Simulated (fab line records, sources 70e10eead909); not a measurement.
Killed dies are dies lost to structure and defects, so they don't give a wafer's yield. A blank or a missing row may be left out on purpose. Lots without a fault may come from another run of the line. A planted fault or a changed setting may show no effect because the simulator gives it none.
Chamber matching | flow nand_harc | NHARC_A_M0_DEP_32 on pecvd-04: 3 sister chambers
The step deposits SiCN, target thk 30 nm. 6 wafers are shown with their chamber, then 11 later ones without.

WAFERS WITH THEIR CHAMBER
wafer  | chamber | heater_power_w (W)
L079.5 | 0       | 599
L081.2 | 0       | 578
L082.4 | 2       | 544
L087.2 | 2       | 607
L087.4 | 1       | 612
L093.1 | 1       | 548

WAFERS WITHOUT THEIR CHAMBER
wafer  | heater_power_w (W)
L093.4 | 566
L093.5 | 561
L092.1 | 542
L092.2 | 617
L092.3 | 573
L095.1 | 592
L095.3 | 580
L095.5 | 632
L096.3 | 554
L096.4 | 564
L096.5 | 534

WHICH CHAMBER EACH WENT THROUGH
wafer  | from the rows above          | in truth
L093.4 | can't be placed: 2 or 1 or 0 | 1
L093.5 | can't be placed: 2 or 1 or 0 | 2
L092.1 | can't be placed: 2 or 1 or 0 | 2
L092.2 | can't be placed: 0 or 1 or 2 | 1
L092.3 | can't be placed: 2 or 1 or 0 | 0
L095.1 | can't be placed: 0 or 1 or 2 | 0
L095.3 | can't be placed: 1 or 2 or 0 | 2
L095.5 | can't be placed: 0 or 1 or 2 | 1
L096.3 | can't be placed: 2 or 1 or 0 | 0
L096.4 | can't be placed: 2 or 1 or 0 | 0
L096.5 | can't be placed: 2 or 1 or 0 | 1
Placed correctly: 0 of 11. Can't be placed from these rows: 11 (the true chamber is among the candidates in 11). Placed wrongly: 0.
How it was worked out, from the rows above alone: a wafer's distance from a chamber is the root of the sum, over the readings, of the square of ((its reading less the chamber's mean) divided by the reading's scatter). The wafer belongs to the nearest chamber; if the next one is less than 2 further off, it can't be placed. A chamber's mean is the mean of its shown wafers. The scatter: the root of (the sum of the squares of (reading less its chamber's mean) over the shown wafers, divided by (wafers less chambers)).
